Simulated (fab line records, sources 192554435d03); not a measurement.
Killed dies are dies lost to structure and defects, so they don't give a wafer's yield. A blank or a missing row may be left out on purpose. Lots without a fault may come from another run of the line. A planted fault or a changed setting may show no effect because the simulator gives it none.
A struck lot beside a sound one | flow n5_finfet | 37 steps out of a route of 1938
Sound: wafers L456.2, L456.4, L456.5. Struck: wafers L461.1, L461.5. (L461.4 of the same lot was not struck and is left out.) The cause comes at the end.
At each step with rows: each side's tool, then ch and its chambers, then its first start. Under that, the readings that differ: sound wafers | struck wafers | difference of the means | sigmas: that difference in standard deviations of wafers without a fault.
alike: readings whose means differ by less than 2 such deviations, and words and numbers that are the same on both sides. not compared: withheld readings, readings that some wafer has no value for, bounds like >300 that may hide the same value, and numbers for which the record gives no deviation and whose values overlap.
The two part at a step that has a row with sigmas, a row that says differs or no value, or rows on one side only. Numbers that don't overlap but have no deviation are shown without sigmas and don't part them. A reading that every wafer of one side lacks parts them only if that side has two wafers or more.

first, 12 steps without rows for these wafers: N5_FIN_SAQP_DESCUM_21 (chemistry O2, time 7.9 s); N5_FIN_SAQP_ETCH_51 (etches SiARC in CF4, target depth 45.5 nm, time 75.8 s); N5_FIN_SAQP_ETCH_52 (etches SOC in N2/H2, target depth 100 nm, overetch 20 nm, time 150 s); N5_FIN_SAQP_STRIP_53 (strips in N2/H2); N5_FIN_SAQP_HM_OPEN_73 (chemistry CHF3/O2, target SiO2, stops on a-Si, target depth 12 nm, time 16.8 s); N5_FIN_SAQP_STRIP_74 (strips in CHF3/O2); N5_FIN_SAQP_MANDREL_ETCH_22 (etches a-Si in HBr/Cl2, stops on SiNx, target depth 60 nm, bt time 10 s, time 30 s); N5_FIN_SAQP_STRIP_55 (strips in N2/H2); N5_FIN_SAQP_STRIP_23 (strips in SPM, time 750 s); N5_FIN_SAQP_SRD_66 (time 30 s); N5_FIN_SAQP_RECESS_75 (chemistry HF/NH3, target SiO2, target depth 14.4 nm, afs cycles 3, sublimation time 60 s); N5_FIN_SAQP_SPACER1_ALD_24 (deposits SiO2, target thk 20.3 nm, pulse time 1 s, purge time 2 s).
N5_FIN_SAQP_SPACER1_ETCHBACK_25: etches SiO2 in CHF3/O2, target depth 24.4 nm, time 12.2 s.
  sound on rie_diel-02 ch 0,1,3, day 2 19:14; struck on rie_diel-03 ch 0, day 4 00:55
  reading                         | sound          | struck    | difference | sigmas
  showerhead_plenum_p_Torr (Torr) | 2.36 2.29 2.39 | 2.50 2.50 | +0.15      | +2
  alike: drypump_motor_current_A, oes_product_au, rf_vpp_V, throttle_valve_pct
  not compared: rf_hours_counter_h
then, 23 steps without rows for these wafers: N5_FIN_SAQP_MANDREL1_REMOVE_56 (chemistry HBr/Cl2/O2, target a-Si, stops on SiNx, bt time 10 s); N5_FIN_SAQP_ETCH_57 (etches SiNx in CH3F/O2, target depth 32.5 nm, time 46.4 s); N5_FIN_SAQP_ETCH_65 (etches SiO2 in CF4, target depth 4 nm, time 4.4 s); N5_FIN_SAQP_MANDREL_ETCH_58 (etches a-Si in HBr/Cl2, stops on SiNx, target depth 45 nm, bt time 10 s, time 27 s); N5_FIN_SAQP_RECESS_63 (chemistry HF/NH3, target SiO2, target depth 18 nm, afs cycles 3, sublimation time 60 s); N5_FIN_SAQP_COAT_68 (time 60 s, resist thk 100 nm); N5_FIN_SAQP_ETCH_69 (etches SOC in N2/H2, stops on SiNx, target depth 150 nm); N5_FIN_SAQP_ETCH_67 (etches SiNx in CH3F/O2, target depth 30 nm); N5_FIN_SAQP_STRIP_70 (strips in N2/H2); N5_FIN_SAQP_RECESS_71 (chemistry HF/NH3, target SiO2, target depth 3 nm, afs cycles 1, sublimation time 60 s); N5_FIN_SAQP_SPACER2_ALD_28 (deposits SiO2, target thk 8.1 nm, pulse time 1 s, purge time 2 s); N5_FIN_SAQP_SPACER2_ETCHBACK_29 (etches SiO2 in CHF3/O2, target depth 12.2 nm, time 6.1 s); N5_FIN_SAQP_MANDREL2_REMOVE_60 (chemistry HBr/Cl2/O2, target a-Si, stops on SiNx, bt time 10 s); N5_FIN_SAQP_HM_OPEN_33 (chemistry CH3F/O2, target SiNx, target depth 49.4 nm, time 70.6 s); N5_FIN_SAQP_ETCH_34 (etches SiO2 in C4F6/O2, target depth 45 nm, time 15 s); N5_FIN_SAQP_STRIP_77 (strips in N2/H2, time 90 s); N5_FIN_SAQP_ETCH_64 (etches SiO2 in CF4, target depth 1.5 nm); N5_FIN_SAQP_FIN_ETCH_36 (etches the open film in HBr/Cl2/O2, target depth 120 nm, time 50.4 s); N5_FIN_SAQP_PRECLEAN_38 (cleans in O3/DIW, time 45 s); N5_FIN_SAQP_PRECLEAN_45 (cleans in dHF, time 10 s); N5_FIN_SAQP_SRD_39 (time 30 s); N5_FIN_CUT_COAT_18 (time 60 s, resist thk 230 nm); N5_FIN_CUT_COAT_19 (time 60 s, resist thk 20 nm).
-- the record jumps here: 10 days lie between the struck wafers' starts before and after (it left off in module FIN_CUT and takes up again in module PASSIVATION, whose first step shown is number 1936 of the route) --
N5_PASSIVATION_PROBE_49:
  the record has rows for the struck wafers here (prober-01, day 14 02:07) and none for the sound ones

WHERE THEY PART
First at N5_FIN_SAQP_SPACER1_ETCHBACK_25; last, within this record, at N5_PASSIVATION_PROBE_49.

WHY: what the simulator had put in
Process parameter drift: rie_diel-03, from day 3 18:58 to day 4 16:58, at N5_FIN_SAQP_SPACER1_ETCHBACK_25. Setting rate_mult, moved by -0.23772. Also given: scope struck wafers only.
